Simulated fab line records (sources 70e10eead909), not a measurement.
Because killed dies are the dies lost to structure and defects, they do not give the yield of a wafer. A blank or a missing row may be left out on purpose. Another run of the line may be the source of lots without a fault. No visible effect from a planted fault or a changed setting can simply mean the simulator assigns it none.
What tool caused it?	flow nandHarc	24 lots, 72 wafers sampled, at 6 steps of a route of 1159

WHAT THE GAUGES READ, wafer by wafer
The record lacks any reading of a measuring or inspecting step that a usual standard deviation could be used to judge.

WHICH TOOL RAN EACH LOT (tool, then ch and the chambers of the sampled wafers, then the start)
lot	NHARC_P_BONDPAD_ANNEAL_28	NHARC_A_ZERO_WELL_RTA_16	NHARC_A_CHANNEL_HOLE_D1_ETCH_20	NHARC_A_CHANNEL_HOLE_D1_ETCH_21	NHARC_A_CHANNEL_HOLE_D1_ETCH_44	NHARC_A_CHANNEL_FILL_D1_ALD_14
L074	rtpAnneal-01 ch 0, day 6 13:31	rtpAnneal-02 ch 0, day 6 16:55	harEtch-02 ch 0,1, day 8 06:11	harEtch-02 ch 0,1, day 8 06:32	rieDiel-11 ch 0,2,3, day 8 10:40	aldHk-03 ch 1,2, day 8 19:18
L075	rtpAnneal-02 ch 0, day 7 01:09	rtpAnneal-02 ch 0, day 7 04:31	harEtch-01 ch 0,1, day 9 06:15	harEtch-01 ch 0,1, day 9 06:35	rieDiel-13 ch 0,1,3, day 9 10:51	aldHk-02 ch 0,2,3, day 9 22:26
L077	rtpAnneal-01 ch 0, day 7 10:32	rtpAnneal-02 ch 0, day 7 14:02	harEtch-02 ch 0,1, day 9 01:43	harEtch-02 ch 0,1, day 9 02:02	rieDiel-01 ch 0,1,2, day 9 06:20	aldHk-04 ch 0,2,3, day 9 15:46
L076	rtpAnneal-02 ch 0, day 7 11:28	rtpAnneal-01 ch 0, day 7 14:57	harEtch-01 ch 0,1, day 9 02:08	harEtch-01 ch 0,1, day 9 02:29	rieDiel-13 ch 1,2,3, day 9 06:40	aldHk-04 ch 0,3, day 9 16:02
L078	rtpAnneal-02 ch 0, day 7 12:31	rtpAnneal-01 ch 0, day 7 15:59	harEtch-02 ch 0,1, day 9 06:00	harEtch-02 ch 0,1, day 9 06:22	rieDiel-01 ch 0,3, day 9 10:32	aldHk-03 ch 2,3, day 9 22:34
L081	rtpAnneal-02 ch 0, day 7 19:24	rtpAnneal-01 ch 0, day 7 22:56	harEtch-01 ch 0,1, day 9 16:49	harEtch-01 ch 0,1, day 9 17:07	rieDiel-01 ch 1,2,3, day 9 21:25	aldHk-02 ch 0,1,2, day 10 05:05
L079	rtpAnneal-02 ch 0, day 7 19:47	rtpAnneal-01 ch 0, day 7 23:19	harEtch-02 ch 0,1, day 9 16:20	harEtch-02 ch 0,1, day 9 16:40	rieDiel-13 ch 0,3, day 9 20:58	aldHk-04 ch 1,2, day 10 05:05
L080	rtpAnneal-02 ch 0, day 7 23:47	rtpAnneal-02 ch 0, day 8 03:17	harEtch-02 ch 0,1, day 9 20:37	harEtch-02 ch 0,1, day 9 20:59	rieDiel-01 ch 0,3, day 10 01:07	aldHk-02 ch 2,3, day 10 09:47
L082	rtpAnneal-02 ch 0, day 8 13:05	rtpAnneal-02 ch 0, day 8 16:35	harEtch-02 ch 0,1, day 10 08:32	harEtch-02 ch 0,1, day 10 08:55	rieDiel-01 ch 1,2,3, day 10 13:01	aldHk-03 ch 2,3, day 10 23:41
L083	rtpAnneal-01 ch 0, day 8 19:57	rtpAnneal-02 ch 0, day 8 23:14	harEtch-02 ch 0,1, day 10 16:22	harEtch-02 ch 0,1, day 10 16:43	rieDiel-11 ch 1,2, day 10 20:52	aldHk-04 ch 1,2,3, day 11 07:08
L084	rtpAnneal-01 ch 0, day 8 20:55	rtpAnneal-02 ch 0, day 9 00:24	harEtch-01 ch 0,1, day 10 16:07	harEtch-01 ch 0,1, day 10 16:25	rieDiel-01 ch 0,1,2, day 10 20:45	aldHk-03 ch 0,1,3, day 11 07:10
L085	rtpAnneal-01 ch 0, day 9 04:03	rtpAnneal-01 ch 0, day 9 07:22	harEtch-02 ch 0, day 11 06:34	harEtch-02 ch 0, day 11 06:54	rieDiel-13 ch 0,1, day 11 11:08	aldHk-03 ch 0,1,2, day 11 20:38
L088	rtpAnneal-01 ch 0, day 9 16:53	rtpAnneal-01 ch 0, day 9 20:22	harEtch-01 ch 0,1, day 11 15:44	harEtch-01 ch 0,1, day 11 16:04	rieDiel-13 ch 1,2,3, day 11 20:22	aldHk-03 ch 0,3, day 12 04:36
L087	rtpAnneal-02 ch 0, day 9 19:29	rtpAnneal-02 ch 0, day 9 22:58	harEtch-02 ch 0,1, day 11 15:49	harEtch-02 ch 0,1, day 11 16:07	rieDiel-11 ch 0,2,3, day 11 20:26	aldHk-02 ch 2,3, day 12 04:36
L086	rtpAnneal-02 ch 0, day 9 20:18	rtpAnneal-02 ch 0, day 9 23:47	harEtch-01 ch 0,1, day 11 19:55	harEtch-01 ch 0,1, day 11 20:14	rieDiel-01 ch 1,3, day 12 00:31	aldHk-04 ch 2,3, day 12 10:18
L089	rtpAnneal-01 ch 0, day 10 04:42	rtpAnneal-01 ch 0, day 10 08:15	harEtch-02 ch 0,1, day 11 22:24	harEtch-02 ch 0,1, day 11 22:45	rieDiel-13 ch 1,2, day 12 02:57	aldHk-03 ch 0,1,2, day 12 10:25
L090	rtpAnneal-01 ch 0, day 10 05:25	rtpAnneal-01 ch 0, day 10 08:53	harEtch-01 ch 0,1, day 12 00:07	harEtch-01 ch 0,1, day 12 00:28	rieDiel-13 ch 0,1, day 12 04:40	aldHk-04 ch 1,2,3, day 12 12:50
L091	rtpAnneal-02 ch 0, day 10 12:28	rtpAnneal-02 ch 0, day 10 15:56	harEtch-02 ch 0,1, day 12 08:10	harEtch-02 ch 0,1, day 12 08:29	rieDiel-11 ch 0,1,3, day 12 12:47	aldHk-04 ch 0,2,3, day 12 20:58
L092	rtpAnneal-01 ch 0, day 10 22:47	rtpAnneal-01 ch 0, day 11 02:08	harEtch-01 ch 0,1, day 12 16:43	harEtch-01 ch 0,1, day 12 17:02	rieDiel-01 ch 1,2, day 12 21:19	aldHk-02 ch 0,1,3, day 13 05:34
L093	rtpAnneal-01 ch 0, day 11 02:54	rtpAnneal-01 ch 0, day 11 06:21	harEtch-02 ch 0,1, day 12 20:49	harEtch-02 ch 0,1, day 12 21:09	rieDiel-01 ch 0,1,3, day 13 01:23	aldHk-02 ch 1,2,3, day 13 09:38
L094	rtpAnneal-01 ch 0, day 11 14:28	rtpAnneal-01 ch 0, day 11 18:01	harEtch-01 ch 0,1, day 13 11:42	harEtch-01 ch 0,1, day 13 12:01	rieDiel-13 ch 0,1,2, day 13 16:19	aldHk-03 ch 0,1,3, day 14 00:32
L095	rtpAnneal-01 ch 0, day 11 19:03	rtpAnneal-02 ch 0, day 11 22:27	harEtch-01 ch 0,1, day 13 15:57	harEtch-01 ch 0,1, day 13 16:19	rieDiel-01 ch 2,3, day 13 20:29	aldHk-04 ch 0,1,3, day 14 04:43
L096	rtpAnneal-01 ch 0, day 11 20:14	rtpAnneal-01 ch 0, day 11 23:44	harEtch-02 ch 0,1, day 13 12:58	harEtch-02 ch 0,1, day 13 13:17	rieDiel-11 ch 1,2,3, day 13 17:34	aldHk-02 ch 1,3, day 14 00:34
L097	rtpAnneal-01 ch 0, day 12 12:46	rtpAnneal-02 ch 0, day 12 16:16	harEtch-02 ch 0,1, day 14 09:54	harEtch-02 ch 0,1, day 14 10:13	rieDiel-13 ch 0,1,3, day 14 14:29	aldHk-02 ch 1,2,3, day 14 23:24
- NHARC_P_BONDPAD_ANNEAL_28: time 90 s.
- NHARC_A_ZERO_WELL_RTA_16: time 10 s.
- NHARC_A_CHANNEL_HOLE_D1_ETCH_20: etches the open film in C4F8/O2/Ar, time 361.9 s, target depth 1600 nm.
- NHARC_A_CHANNEL_HOLE_D1_ETCH_21: etches the open film in C4F8/O2/Ar, time 514.3 s, target depth 1600 nm.
- NHARC_A_CHANNEL_HOLE_D1_ETCH_44: etches the open film in CF4/O2, target depth 140 nm, overetch 14 nm, time 77 s.
- NHARC_A_CHANNEL_FILL_D1_ALD_14: deposits SiO2, target thk 2.5 nm, pulse time 10 s, ald cycles 25.

AS READ BY THE TOOLS THEMSELVES (means over the sampled wafers that have a number; for cases with no such wafer, the mark the record gives instead)
NHARC_P_BONDPAD_ANNEAL_28. Usual: annealTempC 225.02 C, standard deviation 0.16; wafer_temp_C_max 226.1, standard deviation 0.6.
lot	tool	annealTempC (C)	wafer_temp_C_max	flag
L074	rtpAnneal-01	224.91	225.6	
L075	rtpAnneal-02	225.12	226.7	
L077	rtpAnneal-01	224.84	225.8	
L076	rtpAnneal-02	225.17	227.0	
L078	rtpAnneal-02	225.11	226.3	
L081	rtpAnneal-02	225.11	226.5	
L079	rtpAnneal-02	225.17	226.9	
L080	rtpAnneal-02	224.88	226.9	
L082	rtpAnneal-02	224.93	226.5	
L083	rtpAnneal-01	225.05	225.6	
L084	rtpAnneal-01	225.10	225.7	
L085	rtpAnneal-01	224.94	225.6	
L088	rtpAnneal-01	224.90	225.5	
L087	rtpAnneal-02	224.87	227.1	
L086	rtpAnneal-02	225.16	226.5	
L089	rtpAnneal-01	224.88	225.8	
L090	rtpAnneal-01	224.95	225.4	
L091	rtpAnneal-02	225.10	226.7	
L092	rtpAnneal-01	224.98	225.7	
L093	rtpAnneal-01	224.95	225.8	
L094	rtpAnneal-01	225.13	225.5	
L095	rtpAnneal-01	225.01	225.8	
L096	rtpAnneal-01	225.05	225.7	
L097	rtpAnneal-01	225.13	225.4	

NHARC_A_ZERO_WELL_RTA_16. Usual: lampPowerPct 32 %, standard deviation 3.5; wafer_temp_C_max 1005.3, standard deviation 2.6.
lot	tool	lampPowerPct (%)	wafer_temp_C_max	flag
L074	rtpAnneal-02	35	1006.8	
L075	rtpAnneal-02	35	1007.1	
L077	rtpAnneal-02	35	1008.3	
L076	rtpAnneal-01	28	1002.9	
L078	rtpAnneal-01	28	1002.4	
L081	rtpAnneal-01	28	1003.3	
L079	rtpAnneal-01	28	1004.4	
L080	rtpAnneal-02	35	1009.9	
L082	rtpAnneal-02	35	1007.4	
L083	rtpAnneal-02	35	1008.0	
L084	rtpAnneal-02	35	1007.6	
L085	rtpAnneal-01	28	1002.7	
L088	rtpAnneal-01	28	1002.3	
L087	rtpAnneal-02	35	1007.8	
L086	rtpAnneal-02	35	1007.7	
L089	rtpAnneal-01	28	1002.5	
L090	rtpAnneal-01	28	1002.3	
L091	rtpAnneal-02	35	1006.6	
L092	rtpAnneal-01	28	1002.6	
L093	rtpAnneal-01	28	1003.2	
L094	rtpAnneal-01	28	1003.2	
L095	rtpAnneal-02	35	1008.6	
L096	rtpAnneal-01	28	1003.5	
L097	rtpAnneal-02	35	1007.3	

NHARC_A_CHANNEL_HOLE_D1_ETCH_20. Usual: drypumpMotorCurrentA 5.4 A, standard deviation 0.42; showerheadPlenumPTorr 3.64 Torr, standard deviation 0.1; throttleValvePct 32.155 %, standard deviation 0.0094.
lot	tool	drypumpMotorCurrentA (A)	showerheadPlenumPTorr (Torr)	throttleValvePct (%)	flag
L074	harEtch-02	5.5	3.63	32.155	
L075	harEtch-01	5.4	3.62	32.153	
L077	harEtch-02	5.7	3.72	32.163	
L076	harEtch-01	5.0	3.64	32.155	
L078	harEtch-02	5.7	3.71	32.145	
L081	harEtch-01	5.0	3.64	32.150	
L079	harEtch-02	5.7	3.71	32.156	
L080	harEtch-02	5.7	3.71	32.154	
L082	harEtch-02	5.5	3.62	32.160	
L083	harEtch-02	5.7	3.70	32.157	
L084	harEtch-01	5.4	3.62	32.156	
L085	harEtch-02	5.9	3.78	32.157	
L088	harEtch-01	5.0	3.63	32.163	
L087	harEtch-02	5.7	3.70	32.148	
L086	harEtch-01	5.4	3.61	32.150	
L089	harEtch-02	5.7	3.69	32.161	
L090	harEtch-01	5.4	3.61	32.152	
L091	harEtch-02	5.7	3.69	32.164	
L092	harEtch-01	5.1	3.62	32.158	
L093	harEtch-02	5.7	3.69	32.159	
L094	harEtch-01	5.4	3.60	32.159	
L095	harEtch-01	5.0	3.62	32.151	
L096	harEtch-02	5.5	3.60	32.160	
L097	harEtch-02	5.7	3.68	32.147	

NHARC_A_CHANNEL_HOLE_D1_ETCH_21. Usual: drypumpMotorCurrentA 5.4 A, standard deviation 0.42; showerheadPlenumPTorr 3.64 Torr, standard deviation 0.1; throttleValvePct 32.156 %, standard deviation 0.009.
lot	tool	drypumpMotorCurrentA (A)	showerheadPlenumPTorr (Torr)	throttleValvePct (%)	flag
L074	harEtch-02	5.5	3.63	32.154	
L075	harEtch-01	5.4	3.62	32.169	
L077	harEtch-02	5.7	3.72	32.158	
L076	harEtch-01	5.1	3.64	32.149	
L078	harEtch-02	5.7	3.71	32.149	
L081	harEtch-01	5.0	3.64	32.159	
L079	harEtch-02	5.7	3.71	32.163	
L080	harEtch-02	5.7	3.71	32.154	
L082	harEtch-02	5.5	3.62	32.162	
L083	harEtch-02	5.7	3.70	32.153	
L084	harEtch-01	5.4	3.62	32.152	
L085	harEtch-02	5.9	3.78	32.150	
L088	harEtch-01	5.0	3.63	32.154	
L087	harEtch-02	5.7	3.70	32.155	
L086	harEtch-01	5.4	3.61	32.160	
L089	harEtch-02	5.7	3.69	32.161	
L090	harEtch-01	5.4	3.61	32.159	
L091	harEtch-02	5.7	3.69	32.160	
L092	harEtch-01	5.1	3.62	32.148	
L093	harEtch-02	5.7	3.69	32.152	
L094	harEtch-01	5.4	3.60	32.152	
L095	harEtch-01	5.0	3.62	32.144	
L096	harEtch-02	5.5	3.60	32.156	
L097	harEtch-02	5.7	3.68	32.150	

NHARC_A_CHANNEL_HOLE_D1_ETCH_44. Usual: drypumpMotorCurrentA 5.5 A, standard deviation 0.49; oesProductAu 1.002 a.u., standard deviation 0.0098; rfVppV 198.1 V, standard deviation 1.2; showerheadPlenumPTorr 1.35 Torr, standard deviation 0.044; throttleValvePct 13.398 %, standard deviation 0.01.
lot	tool	drypumpMotorCurrentA (A)	oesProductAu (a.u.)	rfVppV (V)	showerheadPlenumPTorr (Torr)	throttleValvePct (%)	flag
L074	rieDiel-11	5.2	1.003	198.9	1.37	13.397	
L075	rieDiel-13	5.5	1.008	198.7	1.36	13.388	
L077	rieDiel-01	5.6	1.001	198.3	1.35	13.403	
L076	rieDiel-13	5.7	0.995	198.7	1.36	13.408	
L078	rieDiel-01	5.1	0.999	196.9	1.30	13.402	
L081	rieDiel-01	5.7	0.997	198.4	1.36	13.396	
L079	rieDiel-13	5.5	1.000	197.8	1.35	13.399	
L080	rieDiel-01	5.2	1.002	197.2	1.31	13.410	
L082	rieDiel-01	5.7	1.001	198.8	1.36	13.399	
L083	rieDiel-11	5.0	1.016	196.3	1.29	13.399	
L084	rieDiel-01	5.6	1.009	197.8	1.35	13.393	
L085	rieDiel-13	5.2	1.007	198.0	1.39	13.406	
L088	rieDiel-13	5.7	1.001	197.4	1.36	13.383	
L087	rieDiel-11	5.2	1.003	198.9	1.37	13.397	
L086	rieDiel-01	5.6	0.996	197.9	1.33	13.399	
L089	rieDiel-13	5.6	0.988	198.3	1.38	13.390	
L090	rieDiel-13	5.5	1.004	198.4	1.38	13.402	
L091	rieDiel-11	5.6	1.009	198.0	1.38	13.396	
L092	rieDiel-01	6.1	1.003	198.2	1.38	13.400	
L093	rieDiel-01	5.6	0.995	198.2	1.33	13.382	
L094	rieDiel-13	5.4	0.993	198.7	1.39	13.395	
L095	rieDiel-01	5.3	0.999	198.8	1.36	13.405	
L096	rieDiel-11	5.3	1.000	197.5	1.33	13.391	
L097	rieDiel-13	5.5	1.008	198.8	1.36	13.391	

NHARC_A_CHANNEL_FILL_D1_ALD_14. Usual: heaterPowerW 490 W, standard deviation 50; precursorPulseHeightRel 1.002, standard deviation 0.021.
lot	tool	heaterPowerW (W)	precursorPulseHeightRel	flag
L074	aldHk-03	448	0.990	
L075	aldHk-02	495	0.979	
L077	aldHk-04	487	0.991	
L076	aldHk-04	481	1.029	
L078	aldHk-03	470	0.999	
L081	aldHk-02	469	1.000	
L079	aldHk-04	561	1.010	
L080	aldHk-02	534	0.991	
L082	aldHk-03	488	1.003	
L083	aldHk-04	519	1.004	
L084	aldHk-03	478	1.008	
L085	aldHk-03	462	1.018	
L088	aldHk-03	487	1.002	
L087	aldHk-02	531	1.004	
L086	aldHk-04	462	1.010	
L089	aldHk-03	458	0.978	
L090	aldHk-04	521	1.006	
L091	aldHk-04	492	1.004	
L092	aldHk-02	478	0.988	
L093	aldHk-02	516	0.977	
L094	aldHk-03	479	0.981	
L095	aldHk-04	516	0.988	
L096	aldHk-02	534	1.007	
L097	aldHk-02	513	1.014	

THE ANSWER, worked out from the rows above alone
Rule: a lot is off if the mean of its wafers that have a number lies more than 3 standard deviations from the usual mean. Also off: a lot with no number at a reading for which 4 or more lots have one. Any other lot the step has rows for is counted as sound. The gauges are gone through in route order, then the tools' own readings, and for those a lot's mean is taken as printed above. The first step at which some lot is off is used, and at that step the reading that is off furthest; a lot without a number counts as furthest.
Nothing can be told from this: no lot is off at any reading shown.

WHAT THE SIMULATOR HAD INSERTED
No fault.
